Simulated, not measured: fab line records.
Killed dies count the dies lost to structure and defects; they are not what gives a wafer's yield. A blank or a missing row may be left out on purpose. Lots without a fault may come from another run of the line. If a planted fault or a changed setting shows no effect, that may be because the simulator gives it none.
fab line records -- flow n5_finfet
record lots=7, wafers=21
route steps=1938 shown BEOL_M0_SAQP@643 BEOL_M1@753 BEOL_M2@851
start_h: start of the lot's first displayed wafer, in hours after the record's first day -- wait_h: hours elapsed since this lot's preceding step -- " identical to the entry in the row above -- L1.1+2: a row that stands for several wafers -- - no value present, or no start provided -- * or withheld: withheld -- < > ~ a bound
route shown NAME@n: a module of which the file shows steps, and the number in the route of the first -- usual: mean/standard deviation of fault-free wafers -- same: alike in all rows -- chamber/n: place in a boat -- sites: each site's reading -- _std_site: the values' standard deviation -- _edge_site: outer sites' mean less inner sites' -- radius_mm: how far each site lies from the wafer's centre -- mask NAME#n: copy n -- behind: the most recent tool/chamber to have shaped the wafer -- hold: what put the lot on hold/how long, in hours/how the hold closed -- device: transistor that didn't switch, given as n, p or np -- end of line: the same wafers' tests at the end of the route -- for a step that has no rows: nothing shown but its recipe -- killed: not the wafer's yield, but the dies lost to structure and defects at the first sort -- map: shows each die of a wafer: x if killed, . if not, _ if none is there
set.NAME: the setting the step ran with; set.NAME@STEP: the setting that earlier step ran with -- model.NAME: the simulator's own value behind a step, which no gauge read
lots run with intentionally changed settings; tables by step, rows by wafer
## steps
# step N5_BEOL_M0_SAQP_COAT_08
# recipe resist=CAR-ArF, spin_rpm=1500, resist_thk_nm=90
lot.wafer,tool,chamber,start_h,wait_h,set.spin_rpm,model.CAR-ArF_of_BEOL_M0_SAQP_COAT_08.thk_nm
L075.2,litho_track-01,0,-,-,1500,90.2
L075.3,litho_track-01,0,-,-,1500,90
L075.6,litho_track-01,0,-,-,1500,89.8
L081.2,litho_track-01,0,-,-,1500,90.2
L081.3,litho_track-01,0,-,-,1500,89.8
L081.6,litho_track-01,0,-,-,1500,90.4
L082.2,litho_track-03,0,-,-,1500,89.6
L082.5,litho_track-03,0,-,-,1500,89.8
L082.6,litho_track-03,0,-,-,1500,90
L083.2,litho_track-03,0,-,-,1373,94.4
L083.3,litho_track-03,0,-,-,1500,90.4
L083.4,litho_track-03,0,-,-,1373,94.6
L086.2+6,litho_track-02,0,-,-,1500,90.2
L086.3,litho_track-02,0,-,-,1500,89.8
L089.1+6,litho_track-03,0,-,-,1500,90.4
L089.5,litho_track-03,0,-,-,1368,94.8
L093.1,litho_track-03,0,-,-,1500,89.8
L093.3,litho_track-03,0,-,-,1500,89.4
L093.4,litho_track-03,0,-,-,1402,92.6
# step N5_BEOL_M0_SAQP_EBR_10
# recipe solvent=PGMEA, ebr_width_mm=1.5
# step N5_BEOL_M0_SAQP_SOFTBAKE_09
# recipe temp_c=110, time_s=60, resist=CAR-ArF
# step N5_BEOL_M0_SAQP_DESCUM_19
# recipe chemistry=O2, time_s=7.9, source_power_w=50, bias_power_w=20, pressure_mtorr=20, rf_frequency_hz=2.712e+07, temp_c=40, resist=CAR-ArF, o2_flow_sccm=225
lot.wafer,tool,chamber,start_h,wait_h,set.spin_rpm@BEOL_M0_SAQP_COAT_08,model.CAR-ArF_of_BEOL_M0_SAQP_COAT_08.thk_nm
L075.2,rie_diel-02,3,115.26,0.0,1500,83.8
L075.3+6,rie_diel-02,"1,3",115.26,0.0,1500,83.4
L081.2,rie_diel-02,0,152.28,0.3,1500,83.6
L081.3,rie_diel-02,3,152.28,0.3,1500,83.2
L081.6,rie_diel-02,3,152.28,0.3,1500,83.8
L082.2+5,rie_diel-01,"0,3",155.60,0.0,1500,83.2
L082.6,rie_diel-01,0,155.60,0.0,1500,83.4
L083.2,rie_diel-01,2,166.74,0.0,1373,87.8
L083.3,rie_diel-01,3,166.74,0.0,1500,83.8
L083.4,rie_diel-01,1,166.74,0.0,1373,88
L086.2+6,rie_diel-04,"3,0",180.68,0.3,1500,83.6
L086.3,rie_diel-04,0,180.68,0.3,1500,83.4
L089.1,rie_diel-04,3,198.98,0.0,1500,83.8
L089.5,rie_diel-04,3,198.98,0.0,1368,88.2
L089.6,rie_diel-04,2,198.98,0.0,1500,84
L093.1,rie_diel-04,0,224.55,0.0,1500,83.4
L093.3,rie_diel-04,2,224.55,0.0,1500,83
L093.4,rie_diel-04,1,224.55,0.0,1402,86
# step N5_BEOL_M0_SAQP_ETCH_107
# recipe chemistry=CH3F/O2, target=SiNx, target_depth_a=300, mask_material=SOC, pressure_mtorr=30, source_w=395, bias_w=73, Ar_flow_sccm=150, CH3F_flow_sccm=30, O2_flow_sccm=20, ion_energy_ev=120
# usual rf_vpp_V=298.3/2.8
lot.wafer,tool,chamber,start_h,wait_h,set.bias_w,rf_vpp_V,model.BEOL_M0_SAQP.feature_depth_nm
L075.2,rie_diel-02,1,117.85,0.0,73,296.4,30
L075.3,rie_diel-02,2,117.85,0.0,80.19,322.1,31.4
L075.6,rie_diel-02,0,117.85,0.0,73,300.8,29.4
L081.2,rie_diel-02,0,155.20,0.0,73,299.7,29.6
L081.3,rie_diel-02,3,155.20,0.0,73,299.8,30
L081.6,rie_diel-02,0,155.20,0.0,73,301.0,29.4
L082.2,rie_diel-02,3,158.15,0.0,73,299.1,30.2
L082.5,rie_diel-02,1,158.15,0.0,69.33,283.9,29.8
L082.6,rie_diel-02,2,158.15,0.0,69.33,286.1,30.2
L083.2,rie_diel-04,3,169.14,0.0,81.76,323.7,30.8
L083.3,rie_diel-04,2,169.14,0.0,73,299.6,29.4
L083.4,rie_diel-04,1,169.14,0.0,81.76,323.4,30.8
L086.2,rie_diel-01,2,183.01,0.0,73,294.5,30.4
L086.3,rie_diel-01,0,183.01,0.0,73,300.2,30
L086.6,rie_diel-01,0,183.01,0.0,73,299.8,30.2
L089.1,rie_diel-04,3,201.51,0.0,60.09,252.6,28.2
L089.5,rie_diel-04,2,201.51,0.0,60.09,257.6,27.6
L089.6,rie_diel-04,3,201.51,0.0,73,296.0,29.8
L093.1,rie_diel-02,3,228.53,0.0,80.36,322.9,31.4
L093.3,rie_diel-02,1,228.53,0.0,73,296.8,30
L093.4,rie_diel-02,0,228.53,0.0,73,300.4,29.6
# step N5_BEOL_M0_SAQP_COAT_87
# recipe resist=underlayer, temp_c=205, time_s=60, spin_rpm=1500, resist_thk_nm=5
lot.wafer,tool,chamber,start_h,wait_h,set.spin_rpm
L075.2+3,litho_track-02,0,-,-,1500
L075.6,litho_track-02,0,-,-,1370
L081.2+6,litho_track-02,0,-,-,1653
L081.3,litho_track-02,0,-,-,1500
L082.2+5+6,litho_track-02,0,-,-,1500
L083.2+3,litho_track-01,0,-,-,1500
L083.4,litho_track-01,0,-,-,1640
L086.2+3+6,litho_track-02,0,-,-,1500
L089.1,litho_track-01,0,-,-,1500
L089.5+6,litho_track-01,0,-,-,1551
L093.1+4,litho_track-01,0,-,-,1552
L093.3,litho_track-01,0,-,-,1500
# step N5_BEOL_M0_SAQP_COAT_34
# recipe resist=CAR-EUV, spin_rpm=1500, resist_thk_nm=30
# step N5_BEOL_M0_SAQP_EBR_36
# recipe solvent=PGMEA, ebr_width_mm=1.5
# step N5_BEOL_M0_SAQP_DESCUM_45
# recipe chemistry=O2, time_s=7, source_power_w=50, bias_power_w=20, pressure_mtorr=20, rf_frequency_hz=2.712e+07, temp_c=40, resist=CAR-EUV, o2_flow_sccm=225
# step N5_BEOL_M0_SAQP_ETCH_88
# recipe chemistry=N2/H2, target=underlayer, target_depth_a=65, time_s=5.2, ion_energy_ev=200, mask_material=CAR-EUV, pressure_mtorr=30, source_w=840, bias_w=150, n2_flow_sccm=200, h2_flow_sccm=200, ends=cleared
lot.wafer,tool,chamber,start_h,wait_h,set.spin_rpm@BEOL_M0_SAQP_COAT_87,model.etch.depth_nm
L075.2,rie_diel-02,2,120.11,0.0,1500,5.018
L075.3,rie_diel-02,3,120.11,0.0,1500,5.016
L075.6,rie_diel-02,1,120.11,0.0,1370,5.255
L081.2,rie_diel-04,0,156.66,0.0,1653,4.774
L081.3,rie_diel-04,3,156.66,0.0,1500,5.026
L081.6,rie_diel-04,2,156.66,0.0,1653,4.785
L082.2,rie_diel-02,1,159.77,0.0,1500,5.03
L082.5,rie_diel-02,2,159.77,0.0,1500,5.019
L082.6,rie_diel-02,3,159.77,0.0,1500,5.022
L083.2,rie_diel-02,0,170.88,0.0,1500,5.031
L083.3,rie_diel-02,1,170.88,0.0,1500,5.028
L083.4,rie_diel-02,0,170.88,0.0,1640,4.805
L086.2,rie_diel-01,0,185.26,0.0,1500,5.005
L086.3,rie_diel-01,2,185.26,0.0,1500,5.008
L086.6,rie_diel-01,1,185.26,0.0,1500,4.999
L089.1,rie_diel-01,3,203.00,0.0,1500,5.003
L089.5+6,rie_diel-01,"1,2",203.00,0.0,1551,4.922
L093.1,rie_diel-02,3,230.85,0.0,1552,4.926
L093.3,rie_diel-02,1,230.85,0.0,1500,5.009
L093.4,rie_diel-02,0,230.85,0.0,1552,4.919
# step N5_BEOL_M1_PECVD_72
# recipe material=SiO2, target_thk_a=160, temp_c=400, precursor=TEOS/O2, pressure_torr=5.5, rf_w=450, teos_flow_sccm=53.8, gas=O2, flow_sccm=3000, time_s=18
lot.wafer,tool,chamber,start_h,wait_h,set.time_s,model.SiO2_of_BEOL_M1_PECVD_72.thk_nm
L075.2,pecvd-01,1,128.44,0.0,18,15.6
L075.3,pecvd-01,2,128.44,0.0,18.83,16.6
L075.6,pecvd-01,1,128.44,0.0,18.83,16.8
L081.2+3+6,pecvd-04,"1,0,2",164.85,0.0,18,16.2
L082.2,pecvd-01,1,167.89,0.0,20.47,18.2
L082.5,pecvd-01,2,167.89,0.0,18,16.2
L082.6,pecvd-01,0,167.89,0.0,20.47,18.4
L083.2,pecvd-02,1,178.05,0.0,16.57,14.6
L083.3,pecvd-02,0,178.05,0.0,18,15.6
L083.4,pecvd-02,0,178.05,0.0,16.57,14.8
L086.2+3+6,pecvd-02,"2,0,0",195.95,0.0,18,16.2
L089.1,pecvd-01,0,210.11,0.0,20.24,17.6
L089.5,pecvd-01,2,210.11,0.0,18,16
L089.6,pecvd-01,0,210.11,0.0,20.24,18
L093.1+4,pecvd-02,"0,1",239.74,0.0,18,16
L093.3,pecvd-02,1,239.74,0.0,18,15.8
# step N5_BEOL_M1_COAT_61
# recipe resist=SOC, temp_c=250, time_s=60, spin_rpm=1500, resist_thk_nm=60
lot.wafer,tool,chamber,start_h,wait_h,set.spin_rpm,model.SOC_of_BEOL_M1_COAT_61.thk_nm
L075.2,litho_track-01,0,128.65,0.1,1500,60
L075.3+6,litho_track-01,0,128.65,0.1,1581,58.6
L081.2+6,litho_track-01,0,165.76,0.1,1500,60.4
L081.3,litho_track-01,0,165.76,0.1,1500,60.2
L082.2+5,litho_track-04,0,169.16,0.1,1500,60
L082.6,litho_track-04,0,169.16,0.1,1604,58
L083.2,litho_track-01,0,179.80,0.1,1500,60.4
L083.3,litho_track-01,0,179.80,0.1,1500,60.2
L083.4,litho_track-01,0,179.80,0.1,1337,63.8
L086.2,litho_track-04,0,196.14,0.1,1500,60.6
L086.3+6,litho_track-04,0,196.14,0.1,1500,60.2
L089.1+5,litho_track-04,0,212.15,0.1,1500,60.2
L089.6,litho_track-04,0,212.15,0.1,1597,58.2
L093.1+3,litho_track-02,0,241.31,0.1,1500,60.4
L093.4,litho_track-02,0,241.31,0.1,1668,57.2
# step N5_BEOL_M1_COAT_62
# recipe resist=SiARC, temp_c=220, time_s=60, spin_rpm=1500, resist_thk_nm=12
# step N5_BEOL_M1_COAT_73
# recipe resist=underlayer, temp_c=205, time_s=60, spin_rpm=1500, resist_thk_nm=5
# step N5_BEOL_M1_ETCH_74
# recipe chemistry=N2/H2, target=underlayer, target_depth_a=65, mask_material=CAR-EUV, time_s=5.2, ion_energy_ev=200, pressure_mtorr=30, source_w=840, bias_w=150, n2_flow_sccm=200, h2_flow_sccm=200, ends=cleared
# step N5_BEOL_M1_ETCH_63
# recipe chemistry=CF4, target=SiARC, target_depth_a=156, mask_material=CAR-EUV, time_s=26, ion_energy_ev=80, pressure_mtorr=40, source_w=545, bias_w=36, Ar_flow_sccm=100, cf4_flow_sccm=100, ends=cleared
# step N5_BEOL_M1_ETCH_64
# recipe chemistry=N2/H2, target=SOC, target_depth_a=750, overetch_a=150, mask_material=SiARC, temp_c=40, time_s=112.5, ion_energy_ev=200, pressure_mtorr=30, source_w=840, bias_w=150, n2_flow_sccm=200, h2_flow_sccm=200
lot.wafer,tool,chamber,start_h,wait_h,set.spin_rpm@BEOL_M1_COAT_61,model.etch.depth_nm
L075.2,rie_diel-01,1,129.11,0.0,1500,60.07
L075.3+6,rie_diel-01,2,129.11,0.0,1581,58.59
L081.2,rie_diel-04,1,166.23,0.0,1500,60.47
L081.3,rie_diel-04,0,166.23,0.0,1500,60.29
L081.6,rie_diel-04,1,166.23,0.0,1500,60.43
L082.2,rie_diel-04,2,169.85,0.0,1500,59.94
L082.5,rie_diel-04,3,169.85,0.0,1500,60.02
L082.6,rie_diel-04,2,169.85,0.0,1604,57.97
L083.2,rie_diel-01,1,180.31,0.0,1500,60.38
L083.3,rie_diel-01,0,180.31,0.0,1500,60.21
L083.4,rie_diel-01,3,180.31,0.0,1337,63.89
L086.2,rie_diel-02,0,196.86,0.0,1500,60.53
L086.3,rie_diel-02,1,196.86,0.0,1500,60.26
L086.6,rie_diel-02,3,196.86,0.0,1500,60.28
L089.1,rie_diel-01,2,212.74,0.0,1500,60.27
L089.5,rie_diel-01,3,212.74,0.0,1500,60.23
L089.6,rie_diel-01,0,212.74,0.0,1597,58.21
L093.1,rie_diel-02,1,241.77,0.0,1500,60.34
L093.3,rie_diel-02,0,241.77,0.0,1500,60.46
L093.4,rie_diel-02,2,241.77,0.0,1668,57.13
# step N5_BEOL_M1_STRIP_65
# recipe chemistry=N2/H2, temp_c=40, n2_flow_sccm=200, h2_flow_sccm=200, rf_frequency_hz=6e+07
# step N5_BEOL_M1_STRIP_75
# recipe chemistry=N2/H2, temp_c=40, n2_flow_sccm=200, h2_flow_sccm=200, rf_frequency_hz=6e+07
# step N5_BEOL_M1_STRIP_66
# recipe chemistry=CF4, resist=SiARC, power_w=300, bias_power_w=75, pressure_mtorr=50, cf4_flow_sccm=150, rf_frequency_hz=6e+07
# step N5_BEOL_M1_HM_OPEN_17
# recipe chemistry=Cl2/BCl3, target_depth_a=200, overetch_a=60, target=TiN, mask_material=SOC, ion_energy_ev=150, pressure_mtorr=10, icp_w=1000, bias_w=126, Cl2_flow_sccm=53.25, bcl3_flow_sccm=21.75, Ar_flow_sccm=25
lot.wafer,tool,chamber,start_h,wait_h,set.spin_rpm@BEOL_M1_COAT_61,model.SOC_of_BEOL_M1_COAT_61.thk_nm
L075.2,rie_metal-02,0,129.28,0.0,1500,52.2
L075.3,rie_metal-02,1,129.28,0.0,1581,50.6
L075.6,rie_metal-02,0,129.28,0.0,1581,50.8
L081.2,rie_metal-03,0,166.40,0.0,1500,52.8
L081.3,rie_metal-03,1,166.40,0.0,1500,52.2
L081.6,rie_metal-03,0,166.40,0.0,1500,52.6
L082.2,rie_metal-03,1,170.02,0.0,1500,51.8
L082.5,rie_metal-03,0,170.02,0.0,1500,52.4
L082.6,rie_metal-03,1,170.02,0.0,1604,50
L083.2,rie_metal-03,0,180.48,0.0,1500,52.6
L083.3,rie_metal-03,0,180.48,0.0,1500,52.4
L083.4,rie_metal-03,1,180.48,0.0,1337,55.8
L086.2,rie_metal-01,1,197.02,0.0,1500,52.8
L086.3+6,rie_metal-01,"1,0",197.02,0.0,1500,52.4
L089.1,rie_metal-03,1,212.91,0.0,1500,52.2
L089.5,rie_metal-03,0,212.91,0.0,1500,52.4
L089.6,rie_metal-03,1,212.91,0.0,1597,50.2
L093.1,rie_metal-03,1,241.94,0.0,1500,52.2
L093.3,rie_metal-03,1,241.94,0.0,1500,52.4
L093.4,rie_metal-03,0,241.94,0.0,1668,49.4
# step N5_BEOL_M2_EXPOSE_08
# recipe mask_id=M2, na=0.33, source_shape=dipole, sigma_inner=0.369, sigma_outer=0.767, polarization=unpolarized, dose_mj=41.25
lot.wafer,tool,chamber,start_h,wait_h,mask,set.dose_mj
L075.2+3+6,euv_scanner-02,0,137.87,-,M2#0,41.25
L081.2,euv_scanner-02,0,175.94,-,M2#0,41.25
L081.3+6,euv_scanner-02,0,175.94,-,M2#0,39.09
L082.2,euv_scanner-02,0,179.26,-,M2#0,43.32
L082.5+6,euv_scanner-02,0,179.26,-,M2#0,41.25
L083.2,euv_scanner-02,0,190.25,-,M2#0,42.46
L083.3+4,euv_scanner-02,0,190.25,-,M2#0,41.25
L086.2+3+6,euv_scanner-02,0,217.29,-,M2#0,41.25
L089.1+5+6,euv_scanner-01,0,243.88,-,M2#0,43.52
L093.1,euv_scanner-01,0,259.20,-,M2#0,41.25
L093.3+4,euv_scanner-01,0,259.20,-,M2#0,39.45
# step N5_BEOL_M2_PEB_09
# recipe peb_temp_c=100, peb_time_s=60, resist=CAR-EUV
# step N5_BEOL_M2_DEVELOP_10
# recipe develop_time_s=30, developer=TMAH, resist=CAR-EUV, rinse_liquid=surfactant_rinse, dry=air_spin, dev_temp_c=23
# step N5_BEOL_M2_CD_MEAS_11
# recipe target_cd_nm=16.79, landing_energy_ev=500, detector=se_inlens, polarity=opening
# usual cd_nm=16.83/0.24
lot.wafer,tool,chamber,start_h,wait_h,set.dose_mj@BEOL_M2_EXPOSE_08,cd_nm
L075.2,cd_sem-01,0,138.00,-,41.25,16.37
L075.3,cd_sem-01,0,138.00,-,41.25,17.17
L075.6,cd_sem-01,0,138.00,-,41.25,16.88
L081.2,cd_sem-01,0,176.07,-,41.25,17.34
L081.3,cd_sem-01,0,176.07,-,39.09,15.85
L081.6,cd_sem-01,0,176.07,-,39.09,15.83
L082.2,cd_sem-02,0,179.39,-,43.32,18.19
L082.5,cd_sem-02,0,179.39,-,41.25,16.54
L082.6,cd_sem-02,0,179.39,-,41.25,16.76
L083.2,cd_sem-03,0,190.37,-,42.46,17.78
L083.3,cd_sem-03,0,190.37,-,41.25,16.87
L083.4,cd_sem-03,0,190.37,-,41.25,16.95
L086.2,cd_sem-01,0,217.42,-,41.25,17.22
L086.3,cd_sem-01,0,217.42,-,41.25,16.88
L086.6,cd_sem-01,0,217.42,-,41.25,16.57
L089.1,cd_sem-02,0,244.02,-,43.52,17.69
L089.5,cd_sem-02,0,244.02,-,43.52,17.76
L089.6,cd_sem-02,0,244.02,-,43.52,17.70
L093.1,cd_sem-03,0,259.33,-,41.25,16.79
L093.3,cd_sem-03,0,259.33,-,39.45,15.99
L093.4,cd_sem-03,0,259.33,-,39.45,16.00
# step N5_BEOL_M2_DESCUM_16
# recipe chemistry=O2, time_s=7, source_power_w=50, bias_power_w=20, pressure_mtorr=20, rf_frequency_hz=2.712e+07, temp_c=40, resist=CAR-EUV, o2_flow_sccm=225
# step N5_BEOL_M2_ETCH_74
# recipe chemistry=N2/H2, target=underlayer, target_depth_a=65, mask_material=CAR-EUV, time_s=5.2, ion_energy_ev=200, pressure_mtorr=30, source_w=840, bias_w=150, n2_flow_sccm=200, h2_flow_sccm=200, ends=cleared
lot.wafer,tool,chamber,start_h,wait_h,set.dose_mj@BEOL_M2_EXPOSE_08,model.BEOL_M2.cd_offset_nm
L075.2,rie_diel-06,2,138.17,0.0,41.25,-0.2
L075.3,rie_diel-06,3,138.17,0.0,41.25,0
L075.6,rie_diel-06,0,138.17,0.0,41.25,0.2
L081.2,rie_diel-06,3,176.24,0.0,41.25,0
L081.3+6,rie_diel-06,"2,1",176.24,0.0,39.09,-1
L082.2,rie_diel-05,3,179.54,0.0,43.32,0.8
L082.5+6,rie_diel-05,"0,3",179.54,0.0,41.25,0
L083.2,rie_diel-05,0,190.53,0.0,42.46,0.6
L083.3+4,rie_diel-05,"1,3",190.53,0.0,41.25,0
L086.2,rie_diel-06,0,217.80,0.0,41.25,0
L086.3,rie_diel-06,1,217.80,0.0,41.25,0.4
L086.6,rie_diel-06,1,217.80,0.0,41.25,0.2
L089.1+5,rie_diel-03,"0,2",244.18,0.0,43.52,1.2
L089.6,rie_diel-03,1,244.18,0.0,43.52,1
L093.1,rie_diel-06,3,259.49,0.0,41.25,0
L093.3,rie_diel-06,2,259.49,0.0,39.45,-0.8
L093.4,rie_diel-06,0,259.49,0.0,39.45,-1
# step N5_BEOL_M2_ETCH_63
# recipe chemistry=CF4, target=SiARC, target_depth_a=156, mask_material=CAR-EUV, time_s=26, ion_energy_ev=80, pressure_mtorr=40, source_w=545, bias_w=36, Ar_flow_sccm=100, cf4_flow_sccm=100, ends=cleared
# step N5_BEOL_M2_ETCH_64
# recipe chemistry=N2/H2, target=SOC, target_depth_a=750, overetch_a=225, mask_material=SiARC, temp_c=40, time_s=121.9, ion_energy_ev=200, pressure_mtorr=30, source_w=840, bias_w=150, n2_flow_sccm=200, h2_flow_sccm=200
lot.wafer,tool,chamber,start_h,wait_h,set.dose_mj@BEOL_M2_EXPOSE_08,model.BEOL_M2.cd_offset_nm
L075.2,rie_diel-06,2,138.22,0.0,41.25,-0.4
L075.3+6,rie_diel-06,"3,0",138.22,0.0,41.25,0
L081.2,rie_diel-06,3,176.28,0.0,41.25,0
L081.3,rie_diel-06,2,176.28,0.0,39.09,-1.2
L081.6,rie_diel-06,1,176.28,0.0,39.09,-1
L082.2,rie_diel-05,3,179.59,0.0,43.32,0.8
L082.5,rie_diel-05,0,179.59,0.0,41.25,0
L082.6,rie_diel-05,3,179.59,0.0,41.25,0.2
L083.2,rie_diel-05,0,190.57,0.0,42.46,0.4
L083.3+4,rie_diel-05,"1,3",190.57,0.0,41.25,0
L086.2,rie_diel-06,0,217.84,0.0,41.25,0.2
L086.3,rie_diel-06,1,217.84,0.0,41.25,0.6
L086.6,rie_diel-06,1,217.84,0.0,41.25,0.4
L089.1+6,rie_diel-03,"0,1",244.22,0.0,43.52,1
L089.5,rie_diel-03,2,244.22,0.0,43.52,1.2
L093.1,rie_diel-06,3,259.54,0.0,41.25,0.2
L093.3+4,rie_diel-06,"2,0",259.54,0.0,39.45,-1
# step N5_BEOL_M2_STRIP_65
# recipe chemistry=N2/H2, temp_c=40, n2_flow_sccm=200, h2_flow_sccm=200, rf_frequency_hz=6e+07
# step N5_BEOL_M2_STRIP_75
# recipe chemistry=N2/H2, temp_c=40, n2_flow_sccm=200, h2_flow_sccm=200, rf_frequency_hz=6e+07
# step N5_BEOL_M2_STRIP_66
# recipe chemistry=CF4, resist=SiARC, power_w=300, bias_power_w=75, pressure_mtorr=50, cf4_flow_sccm=150, rf_frequency_hz=6e+07
# step N5_BEOL_M2_HM_OPEN_17
# recipe chemistry=Cl2/BCl3, target_depth_a=200, overetch_a=60, target=TiN, mask_material=SOC, ion_energy_ev=150, pressure_mtorr=10, icp_w=1000, bias_w=126, Cl2_flow_sccm=53.25, bcl3_flow_sccm=21.75, Ar_flow_sccm=25
lot.wafer,tool,chamber,start_h,wait_h,set.dose_mj@BEOL_M2_EXPOSE_08,model.BEOL_M2.cd_offset_nm
L075.2,rie_metal-03,0,138.39,0.0,41.25,-0.4
L075.3+6,rie_metal-03,0,138.39,0.0,41.25,0
L081.2,rie_metal-03,0,176.47,0.0,41.25,0
L081.3,rie_metal-03,1,176.47,0.0,39.09,-1.2
L081.6,rie_metal-03,0,176.47,0.0,39.09,-1
L082.2,rie_metal-01,1,179.76,0.0,43.32,0.8
L082.5,rie_metal-01,0,179.76,0.0,41.25,-0.2
L082.6,rie_metal-01,1,179.76,0.0,41.25,0
L083.2,rie_metal-03,1,190.75,0.0,42.46,0.6
L083.3+4,rie_metal-03,"1,0",190.75,0.0,41.25,0
L086.2,rie_metal-01,0,218.02,0.0,41.25,0.2
L086.3,rie_metal-01,0,218.02,0.0,41.25,0.6
L086.6,rie_metal-01,0,218.02,0.0,41.25,0.4
L089.1,rie_metal-02,0,244.39,0.0,43.52,1
L089.5+6,rie_metal-02,"0,1",244.39,0.0,43.52,1.2
L093.1,rie_metal-03,0,259.71,0.0,41.25,0.2
L093.3+4,rie_metal-03,"0,1",259.71,0.0,39.45,-1
# step N5_BEOL_M2_ETCH_69
# recipe chemistry=CF4, target=SiARC, target_depth_a=156, mask_material=CAR-EUV, time_s=26, ion_energy_ev=80, pressure_mtorr=40, source_w=545, bias_w=36, Ar_flow_sccm=100, cf4_flow_sccm=100, ends=cleared
# usual rf_vpp_V=184.0/1.4
lot.wafer,tool,chamber,start_h,wait_h,set.bias_w,rf_vpp_V
L075.2,rie_diel-03,1,140.24,0.0,36,185.5
L075.3,rie_diel-03,0,140.24,0.0,29.6,161.5
L075.6,rie_diel-03,1,140.24,0.0,36,185.6
L081.2,rie_diel-06,1,177.16,0.0,36,184.4
L081.3,rie_diel-06,3,177.16,0.0,36,184.7
L081.6,rie_diel-06,1,177.16,0.0,36,185.5
L082.2,rie_diel-03,3,181.08,0.0,36,185.4
L082.5,rie_diel-03,2,181.08,0.0,40.65,195.8
L082.6,rie_diel-03,3,181.08,0.0,40.65,201.4
L083.2,rie_diel-06,0,191.43,0.0,36,182.7
L083.3,rie_diel-06,3,191.43,0.0,36,185.8
L083.4,rie_diel-06,2,191.43,0.0,36,184.6
L086.2,rie_diel-03,0,218.70,0.0,36,184.2
L086.3,rie_diel-03,3,218.70,0.0,36,184.9
L086.6,rie_diel-03,3,218.70,0.0,36,183.6
L089.1,rie_diel-03,3,245.07,0.0,36,185.8
L089.5,rie_diel-03,3,245.07,0.0,38.65,192.1
L089.6,rie_diel-03,0,245.07,0.0,36,183.8
L093.1,rie_diel-05,2,260.40,0.0,38.85,192.7
L093.3,rie_diel-05,1,260.40,0.0,36,184.5
L093.4,rie_diel-05,0,260.40,0.0,38.85,194.1
## key
split step=N5_BEOL_M0_SAQP_COAT_08, setting=spin_rpm, stated=1500, by=wafer
response step=N5_BEOL_M0_SAQP_COAT_08, reading=model.CAR-ArF_of_BEOL_M0_SAQP_COAT_08.thk_nm, change=-0.485, per=1%, r=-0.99
response step=N5_BEOL_M0_SAQP_DESCUM_19, reading=model.CAR-ArF_of_BEOL_M0_SAQP_COAT_08.thk_nm, change=-0.474, per=1%, r=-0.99
split step=N5_BEOL_M0_SAQP_ETCH_107, setting=bias_w, stated=73, by=wafer
response step=N5_BEOL_M0_SAQP_ETCH_107, reading=rf_vpp_V, change=+2.29, per=1%, r=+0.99
response step=N5_BEOL_M0_SAQP_ETCH_107, reading=model.BEOL_M0_SAQP.feature_depth_nm, change=+0.124, per=1%, r=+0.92
split step=N5_BEOL_M0_SAQP_COAT_87, setting=spin_rpm, stated=1500, by=wafer
response step=N5_BEOL_M0_SAQP_ETCH_88, reading=model.etch.depth_nm, change=-0.025, per=1%, r=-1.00
split step=N5_BEOL_M1_PECVD_72, setting=time_s, stated=18, by=wafer
response step=N5_BEOL_M1_PECVD_72, reading=model.SiO2_of_BEOL_M1_PECVD_72.thk_nm, change=+0.148, per=1%, r=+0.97
split step=N5_BEOL_M1_COAT_61, setting=spin_rpm, stated=1500, by=wafer
response step=N5_BEOL_M1_COAT_61, reading=model.SOC_of_BEOL_M1_COAT_61.thk_nm, change=-0.299, per=1%, r=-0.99
response step=N5_BEOL_M1_ETCH_64, reading=model.etch.depth_nm, change=-0.306, per=1%, r=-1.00
response step=N5_BEOL_M1_HM_OPEN_17, reading=model.SOC_of_BEOL_M1_COAT_61.thk_nm, change=-0.288, per=1%, r=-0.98
split step=N5_BEOL_M2_EXPOSE_08, setting=dose_mj, stated=41.25, by=wafer
response step=N5_BEOL_M2_CD_MEAS_11, reading=cd_nm, change=+0.269, per=1%, r=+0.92
response step=N5_BEOL_M2_ETCH_74, reading=model.BEOL_M2.cd_offset_nm, change=+0.186, per=1%, r=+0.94
response step=N5_BEOL_M2_ETCH_64, reading=model.BEOL_M2.cd_offset_nm, change=+0.195, per=1%, r=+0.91
response step=N5_BEOL_M2_HM_OPEN_17, reading=model.BEOL_M2.cd_offset_nm, change=+0.215, per=1%, r=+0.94
split step=N5_BEOL_M2_ETCH_69, setting=bias_w, stated=36, by=wafer
response step=N5_BEOL_M2_ETCH_69, reading=rf_vpp_V, change=+1.2, per=1%, r=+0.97
